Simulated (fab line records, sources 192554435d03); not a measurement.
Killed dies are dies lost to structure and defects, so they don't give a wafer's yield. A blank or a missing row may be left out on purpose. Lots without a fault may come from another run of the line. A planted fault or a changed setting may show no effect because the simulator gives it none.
Split-lot experiment | flow n5_finfet | 7 lots, 21 wafers read, on a route of 1938 steps

THE SPLIT
At N5_BEOL_M12_COAT_65 (time 60 s, resist thk 300 nm), the setting spin_rpm was moved away from the recipe's 1500 rpm on 8 of the 21 wafers read, by -10.8% to +4.5%. The other wafers ran this setting at the recipe's value.

The reading is taken at the split's own step.

THE READING
SOC_of_BEOL_M12_COAT_65.thk_nm (the simulator's own value, which no gauge read), in nm, at N5_BEOL_M12_COAT_65 (time 60 s, resist thk 300 nm). The file gives no usual value for it. The 13 wafers here that ran the recipe average 299.8 nm, standard deviation 1.1 nm.

wafer  | tool, chamber at the split | spin_rpm as run, rpm | against the recipe | SOC_of_BEOL_M12_COAT_65.thk_nm, nm | against lot-mates on the recipe
L074.1 | litho_track-05, 0          | 1359                 | -9.4%              | 315.8                              | +15.6
L074.2 | litho_track-05, 0          | 1359                 | -9.4%              | 316.8                              | +16.6
L074.4 | litho_track-05, 0          | 1500                 | recipe             | 300.2                              | -
L081.2 | litho_track-03, 0          | 1402                 | -6.5%              | 309.8                              | +10.5
L081.3 | litho_track-03, 0          | 1500                 | recipe             | 299.2                              | -
L081.5 | litho_track-03, 0          | 1500                 | recipe             | 299.4                              | -
L088.2 | litho_track-03, 0          | 1338                 | -10.8%             | 315.6                              | +17.4
L088.3 | litho_track-03, 0          | 1500                 | recipe             | 298.6                              | -
L088.6 | litho_track-03, 0          | 1500                 | recipe             | 297.8                              | -
L089.2 | litho_track-05, 0          | 1568                 | +4.5%              | 295                                | -6.0
L089.3 | litho_track-05, 0          | 1500                 | recipe             | 301                                | -
L089.4 | litho_track-05, 0          | 1568                 | +4.5%              | 294.8                              | -6.2
L091.2 | litho_track-02, 0          | 1500                 | recipe             | 300.8                              | -
L091.4 | litho_track-02, 0          | 1422                 | -5.2%              | 310                                | +9.2
L091.5 | litho_track-02, 0          | 1422                 | -5.2%              | 308.8                              | +8.0
L094.1 | litho_track-05, 0          | 1500                 | recipe             | 301                                | -
L094.4 | litho_track-05, 0          | 1500                 | recipe             | 301.2                              | -
L094.6 | litho_track-05, 0          | 1500                 | recipe             | 301.4                              | -
L096.1 | litho_track-03, 0          | 1500                 | recipe             | 299                                | -
L096.4 | litho_track-03, 0          | 1500                 | recipe             | 298.8                              | -
L096.6 | litho_track-03, 0          | 1500                 | recipe             | 299.2                              | -

THE FIT
A straight line over all 21 wafers: SOC_of_BEOL_M12_COAT_65.thk_nm changes by -1.56 nm for each +1% of spin_rpm; r = -0.98; the points scatter about the line by 1.4 nm.
The same after taking each lot's own level away (the mean of its wafers on the recipe; 21 wafers): -1.61 nm for each +1%; r = -1.00; scatter 0.54 nm.
On that fit, the largest move of spin_rpm shifts the reading by 17 nm.
The lots' own levels span 298.20 to 301.20 nm, that is 2.7 times the standard deviation above.
So the lot-to-lot level changes the slope little: the two slopes agree.
Check: with one of the wafers moved furthest among these (-10.8%) left out of the fit, the line predicts +17.7 nm for it against its lot-mates. It came out at +17.4 nm against them.

OTHER SPLITS ON THESE WAFERS
These wafers also went through other splits before the reading. Each is held against what the fit with the lots' levels taken away leaves over:
other split on the same wafers | wafers away from the commonest value | r with SOC_of_BEOL_M12_COAT_65.thk_nm (lot level and that fit taken away)
N5_BEOL_M11_EXPOSE_08 dose_mj  | 6                                    | +0.40

THE FILE'S OWN FIT
SOC_of_BEOL_M12_COAT_65.thk_nm changes by -1.63 nm for each +1% of spin_rpm, r = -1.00.
